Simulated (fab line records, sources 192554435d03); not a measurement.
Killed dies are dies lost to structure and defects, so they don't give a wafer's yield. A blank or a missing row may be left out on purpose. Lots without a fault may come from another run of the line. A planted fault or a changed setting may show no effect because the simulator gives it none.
Chamber matching | flow n5_finfet | N5_BEOL_M0_SAQP_ETCH_106 on rie_diel-03: 4 sister chambers
The step etches SOC in N2/H2, stops on SiNx, target depth 150 nm. 16 wafers are shown with their chamber, then 8 later ones without.

WAFERS WITH THEIR CHAMBER
wafer  | chamber | showerhead_plenum_p_Torr (Torr) | throttle_valve_pct (%) | drypump_motor_current_A (A)
L077.1 | 1       | 2.52                            | 18.08                  | 5.6
L077.3 | 0       | 2.67                            | 17.29                  | 5.0
L077.6 | 2       | 2.58                            | 17.80                  | 5.1
L079.1 | 2       | 2.58                            | 17.80                  | 5.0
L079.3 | 1       | 2.52                            | 18.09                  | 5.6
L079.4 | 0       | 2.67                            | 17.28                  | 5.0
L080.3 | 1       | 2.52                            | 18.07                  | 5.6
L080.4 | 0       | 2.67                            | 17.28                  | 5.0
L080.5 | 0       | 2.67                            | 17.29                  | 5.0
L081.2 | 1       | 2.52                            | 18.07                  | 5.6
L081.3 | 2       | 2.58                            | 17.79                  | 5.1
L081.5 | 0       | 2.67                            | 17.28                  | 4.9
L083.3 | 3       | 2.48                            | 17.78                  | 6.2
L083.4 | 2       | 2.57                            | 17.81                  | 5.1
L083.5 | 0       | 2.67                            | 17.29                  | 5.0
L086.1 | 3       | 2.48                            | 17.81                  | 6.2

SIGNATURES (means of the wafers above)
reading                  | chamber 0 | chamber 1 | chamber 2 | chamber 3 | scatter within a chamber
showerhead_plenum_p_Torr | 2.6700    | 2.5200    | 2.5775    | 2.4800    | 0.0025
throttle_valve_pct       | 17.2850   | 18.0775   | 17.8000   | 17.7950   | 0.00946
drypump_motor_current_A  | 4.983     | 5.600     | 5.075     | 6.200     | 0.0363
Rule: a wafer's distance from a chamber is the root of the sum, over the readings, of the square of ((its reading less the chamber's mean) divided by the reading's scatter). The wafer belongs to the nearest chamber; if the next one is less than 2 further off, it can't be placed. The scatter: the root of (the sum of the squares of (reading less its chamber's mean) over the shown wafers, divided by (wafers less chambers)).

WAFERS WITHOUT THEIR CHAMBER
wafer  | showerhead_plenum_p_Torr (Torr) | throttle_valve_pct (%) | drypump_motor_current_A (A)
L086.2 | 2.67                            | 17.31                  | 5.0
L086.3 | 2.52                            | 18.10                  | 5.6
L089.2 | 2.57                            | 17.83                  | 5.1
L089.3 | 2.48                            | 17.80                  | 6.2
L089.6 | 2.48                            | 17.81                  | 6.2
L094.2 | 2.56                            | 17.83                  | 5.1
L094.3 | 2.66                            | 17.33                  | 5.0
L094.5 | 2.56                            | 17.84                  | 5.1

WHICH CHAMBER EACH WENT THROUGH
wafer  | from the rows above | in truth
L086.2 | 0                   | 0
L086.3 | 1                   | 1
L089.2 | 2                   | 2
L089.3 | 3                   | 3
L089.6 | 3                   | 3
L094.2 | 2                   | 2
L094.3 | 0                   | 0
L094.5 | 2                   | 2
Placed correctly: 8 of 8. Can't be placed from these rows: 0. Placed wrongly: 0.
